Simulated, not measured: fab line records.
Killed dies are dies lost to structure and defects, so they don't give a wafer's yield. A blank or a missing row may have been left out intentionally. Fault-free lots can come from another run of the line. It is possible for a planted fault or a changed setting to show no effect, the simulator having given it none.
A lot that was struck, set against a sound lot -- flow n5-finfet -- 25 out of 1938 route steps
Sound: the wafers L622.1, L622.2, L622.4. Wafers struck: L628.2, L628.3, L628.5. At the end, the cause is stated.
Each step with rows lists, per side, the tool, then ch with its chambers, then its first start. Under that, the readings that differ: sound wafers -- struck wafers -- difference of the means -- sigmas: that difference in standard deviations of wafers without a fault.
alike: readings with means less than 2 such deviations apart, plus words and numbers identical on both sides. not compared: withheld readings, readings lacking a value on some wafer, bounds such as >300 that could conceal the same value, and numbers that have no deviation in the record and whose values overlap.
A row with sigmas, a row that says differs or no value, or rows on one side alone: a step with any of these is where the two part. Numbers that don't overlap but have no deviation are shown without sigmas and don't part them. Lack of a reading on every wafer of one side parts them only where that side has two or more wafers.

first, 8 steps without rows for these wafers: N5_ILD0_FCVD_FILL_01 (material SiO2 flowable, target thk 200 nm, time 328.3 s); N5_ILD0_CURE_02 (time 1800 s); N5_ILD0_CMP_03 (polishes, stops on SiNx, t overpolish 1.9 s, target thk 197.38 nm); N5_ILD0_CMP_07 (polishes SiO2 flowable, stops on poly-Si, t overpolish 1.18 s, target thk 138.88 nm); N5_ILD0_PRECLEAN_10 (cleans in NF3:NH3, afs cycles 5, time 20 s, sublimation time 60 s); N5_ILD0_ALD_15 (deposits SiNx, target thk 24 nm, pulse time 1 s, ald cycles 480); N5_ILD0_CMP_12 (polishes SiNx, stops on poly-Si, t overpolish 6 s, target thk 17.67 nm); N5_SDB_HM_DEP_00 (deposits SiNx from SiH4/NH3/N2, target thk 40 nm, time 35.3 s).
N5_SDB_COAT_03: time 60 s, resist thk 100 nm.
  sound on litho-track-04 ch 0, day 4 06:52; struck on litho-track-04 ch 0, day 5 17:27
reading,sound,struck,difference,sigmas
spin-speed-rpm (rpm),1500.0 1501.4 1499.8,1661.6 1663.3 1661.2,+161.6,+99 or more
model.SOC_of_SDB_COAT_03.thk-nm (nm),100 100.2 100,95.4 95.2 95.2,-4.8,
then, 9 steps without rows for these wafers: N5_SDB_COAT_04 (time 60 s, resist thk 18 nm); N5_SDB_COAT_05 (resist thk 90 nm); N5_SDB_EBR_07; N5_SDB_SOFTBAKE_06 (time 60 s); N5_SDB_EXPOSE_08 (exposes mask SDB); N5_SDB_PEB_09 (peb time 60 s); N5_SDB_DEVELOP_10 (develop time 30 s); N5_SDB_DESCUM_16 (chemistry O2, time 7.9 s); N5_SDB_ETCH_17 (etches SiARC in CF4, target depth 23.4 nm, time 39 s).
N5_SDB_ETCH_18: etches SOC in N2/H2, target depth 100 nm, overetch 20 nm, time 150 s.
  sound on rie-diel-06 ch 1,2, day 4 07:17; struck on rie-diel-05 ch 0,3, day 5 17:59
reading,sound,struck,difference,sigmas
oes-product-au (a.u.),0.82 0.71 0.82,0.59 0.60 0.61,-0.18,-2
model.etch.depth-nm (nm),99.96 100.3 100,95.48 95.16 95.15,-4.82,
  alike: drypump-motor-current-A, rf-vpp-V, showerhead-plenum-p-Torr, temp-c, throttle-valve-pct
  not compared: rf-hours-counter-h
then, 2 steps without rows for these wafers: N5_SDB_STRIP_19 (strips in N2/H2); N5_SDB_STRIP_21 (strips in CF4).
N5_SDB_HM_OPEN_20: chemistry CH3F/O2, target SiNx, stops on poly-Si, target depth 24 nm.
  sound on rie-diel-06 ch 1,2, day 4 07:26; struck on rie-diel-05 ch 0,3, day 5 18:08
reading,sound,struck,difference,sigmas
model.SOC_of_SDB_COAT_03.thk-nm (nm),84 84.2 84,79.6 79.4 79.6,-4.5,
  alike: drypump-motor-current-A, oes-product-au, rf-vpp-V, showerhead-plenum-p-Torr, throttle-valve-pct
  not compared: rf-hours-counter-h
N5_SDB_STRIP_22: strips in N2/H2.
  sound on plasma-asher-02 ch 0,1, day 4 07:31; struck on plasma-asher-02 ch 0, day 5 18:13
reading,sound,struck,difference,sigmas
strip-time-to-endpoint-s (s),96.2 96.4 96.3,92.1 91.9 92.0,-4.3,-13
  alike: drypump-motor-current-A, heater-power-w, oes-product-au, temp-c
  not compared: rf-hours-counter-h
then, 1 step without rows for these wafers: N5_SDB_PRECLEAN_23 (cleans in dHF, time 30 s).
-- the record jumps here: 4 days lie between the struck wafers' starts before and after (it left off in module SDB and takes up again in module BEOL_M4, whose first step shown is number 1111 of the route) --
N5_BEOL_M4_RC_MEAS_101:
  sound on prober-01 ch 0, day 8 18:10; struck on prober-01 ch 0, day 10 01:55
reading,sound,struck,difference,sigmas
SS_N (mV/dec),71.6 72.5 71.9,70.8 70.3 70.7,-1.4,-2
  alike: DIBL_N, DIBL_P, IOFF_N, IOFF_P, ION_N, ION_P, SS_P, VT_N, VT_P

== WHERE THEY PART ==
Earliest at N5_SDB_COAT_03; latest, in this record, at N5_BEOL_M4_RC_MEAS_101.

WHY: the cause the simulator had injected
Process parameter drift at N5_SDB_COAT_03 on litho-track-04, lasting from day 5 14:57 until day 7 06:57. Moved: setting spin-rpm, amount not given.
